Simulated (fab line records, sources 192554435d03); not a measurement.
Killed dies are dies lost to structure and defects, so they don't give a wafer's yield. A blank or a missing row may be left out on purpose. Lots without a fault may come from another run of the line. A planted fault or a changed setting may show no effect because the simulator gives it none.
Chamber matching | flow n5_finfet | N5_GATE_CUT_CMP_43 on cmp-03: 4 sister chambers
The step polishes SiO2. 18 wafers are shown with their chamber, then 9 later ones without.

WAFERS WITH THEIR CHAMBER
wafer  | chamber | motor_current_A (A) | edge_zone_pressure_frac
L074.2 | 3       | 13.4                | 0.996
L074.5 | 2       | 11.7                | 0.999
L074.6 | 1       | 11.6                | 0.991
L075.3 | 0       | 10.6                | 1.006
L075.4 | 1       | 11.9                | 1.002
L075.5 | 2       | 11.7                | 0.998
L076.2 | 1       | 12.1                | 0.999
L076.4 | 3       | 14.0                | 1.004
L076.6 | 0       | 10.1                | 1.000
L078.1 | 2       | 11.9                | 0.996
L078.3 | 1       | 11.7                | 0.993
L078.6 | 3       | 14.0                | 0.997
L080.1 | 1       | 11.8                | 1.007
L080.3 | 0       | 11.0                | 0.994
L080.6 | 3       | 13.8                | 0.993
L083.1 | 0       | 11.0                | 1.001
L083.2 | 3       | 13.2                | 1.000
L083.4 | 2       | 11.2                | 0.996

SIGNATURES (means of the wafers above)
reading                 | chamber 0 | chamber 1 | chamber 2 | chamber 3 | scatter within a chamber
motor_current_A         | 10.675    | 11.820    | 11.625    | 13.680    | 0.326
edge_zone_pressure_frac | 1.00025   | 0.99840   | 0.99725   | 0.99800   | 0.00479
Rule: a wafer's distance from a chamber is the root of the sum, over the readings, of the square of ((its reading less the chamber's mean) divided by the reading's scatter). The wafer belongs to the nearest chamber; if the next one is less than 2 further off, it can't be placed. The scatter: the root of (the sum of the squares of (reading less its chamber's mean) over the shown wafers, divided by (wafers less chambers)).

WAFERS WITHOUT THEIR CHAMBER
wafer  | motor_current_A (A) | edge_zone_pressure_frac
L086.1 | 10.7                | 0.991
L086.2 | 11.5                | 1.004
L086.4 | 13.3                | 0.997
L087.2 | 10.4                | 0.999
L087.5 | 12.7                | 1.000
L087.6 | 11.3                | 0.999
L097.1 | 10.3                | 0.995
L097.4 | 12.7                | 0.999
L097.5 | 11.3                | 0.992

WHICH CHAMBER EACH WENT THROUGH
wafer  | from the rows above          | in truth
L086.1 | can't be placed: 0 or 2 or 1 | 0
L086.2 | can't be placed: 2 or 1 or 0 | 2
L086.4 | 3                            | 3
L087.2 | 0                            | 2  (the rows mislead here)
L087.5 | can't be placed: 1 or 3 or 2 | 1
L087.6 | can't be placed: 2 or 1 or 0 | 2
L097.1 | 0                            | 0
L097.4 | can't be placed: 1 or 3 or 2 | 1
L097.5 | can't be placed: 2 or 1 or 0 | 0
Placed correctly: 2 of 9. Can't be placed from these rows: 6 (the true chamber is among the candidates in 6). Placed wrongly: 1.
